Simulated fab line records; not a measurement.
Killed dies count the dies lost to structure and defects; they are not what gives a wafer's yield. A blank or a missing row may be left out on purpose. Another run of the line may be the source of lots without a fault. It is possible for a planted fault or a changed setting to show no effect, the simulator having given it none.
Matching of chambers + flow n5_finfet + rie_si-03 running N5_FIN_SAQP_ETCH_65: 4 sister chambers
The step etches SiO2 in CF4, target depth 4 nm, time 4.4 s. 14 wafers are shown with their chamber, then 7 later ones without.

== EACH WAFER AND ITS CHAMBER ==
| wafer  | chamber | drypump_motor_current_A (A) | throttle_valve_pct (%) | he_backside_leak_sccm (sccm) |
|--------|---------|-----------------------------|------------------------|------------------------------|
| L077.2 | 0       | 5.9                         | 21.80                  | 2.86                         |
| L077.4 | 2       | 5.6                         | 21.68                  | 2.74                         |
| L077.6 | 2       | 5.5                         | 21.66                  | 2.59                         |
| L081.1 | 1       | 5.0                         | 22.17                  | 2.81                         |
| L081.2 | 3       | 5.3                         | 21.71                  | 2.48                         |
| L081.4 | 0       | 5.9                         | 21.79                  | 2.67                         |
| L082.2 | 0       | 5.9                         | 21.79                  | 2.93                         |
| L082.3 | 2       | 5.5                         | 21.66                  | 2.78                         |
| L082.4 | 1       | 5.0                         | 22.19                  | 2.78                         |
| L083.1 | 0       | 5.9                         | 21.78                  | 2.73                         |
| L083.5 | 2       | 5.5                         | 21.66                  | 3.04                         |
| L083.6 | 1       | 5.0                         | 22.17                  | 2.79                         |
| L086.1 | 2       | 5.5                         | 21.67                  | 2.87                         |
| L086.3 | 3       | 5.3                         | 21.72                  | 2.40                         |

SIGNATURES (averages over the wafers above)
| reading                 | chamber 0 | chamber 1 | chamber 2 | chamber 3 | scatter within a chamber |
|-------------------------|-----------|-----------|-----------|-----------|--------------------------|
| drypump_motor_current_A | 5.900     | 5.000     | 5.520     | 5.300     | 0.0283                   |
| throttle_valve_pct      | 21.7900   | 22.1767   | 21.6660   | 21.7150   | 0.00915                  |
| he_backside_leak_sccm   | 2.7975    | 2.7933    | 2.8040    | 2.4400    | 0.125                    |
Rule: a wafer lies at a distance from a chamber equal to the root of the sum of squares, over the readings, of (its reading less the chamber's mean, divided by the reading's scatter). The wafer belongs to the nearest chamber; if the next one is less than 2 further off, it can't be placed. The scatter: take each reading less its chamber's mean, square it, sum over the shown wafers, divide by the number of wafers less the number of chambers, and take the root.

== WAFERS WITH NO CHAMBER GIVEN ==
| wafer  | drypump_motor_current_A (A) | throttle_valve_pct (%) | he_backside_leak_sccm (sccm) |
|--------|-----------------------------|------------------------|------------------------------|
| L086.6 | 6.0                         | 21.79                  | 2.65                         |
| L091.2 | 5.9                         | 21.79                  | 2.78                         |
| L091.3 | 5.0                         | 22.19                  | 2.72                         |
| L091.5 | 5.5                         | 21.66                  | 2.93                         |
| L097.2 | 5.0                         | 22.17                  | 2.68                         |
| L097.3 | 5.9                         | 21.80                  | 2.61                         |
| L097.6 | 5.0                         | 22.18                  | 2.77                         |

== WHICH CHAMBER EACH WENT THROUGH ==
| wafer  | from the rows above | in truth |
|--------|---------------------|----------|
| L086.6 | 0                   | 0        |
| L091.2 | 0                   | 0        |
| L091.3 | 1                   | 1        |
| L091.5 | 2                   | 2        |
| L097.2 | 1                   | 1        |
| L097.3 | 0                   | 0        |
| L097.6 | 1                   | 1        |
Placed correctly: 7 of 7. Number that these rows cannot place: 0. Number placed wrongly: 0.
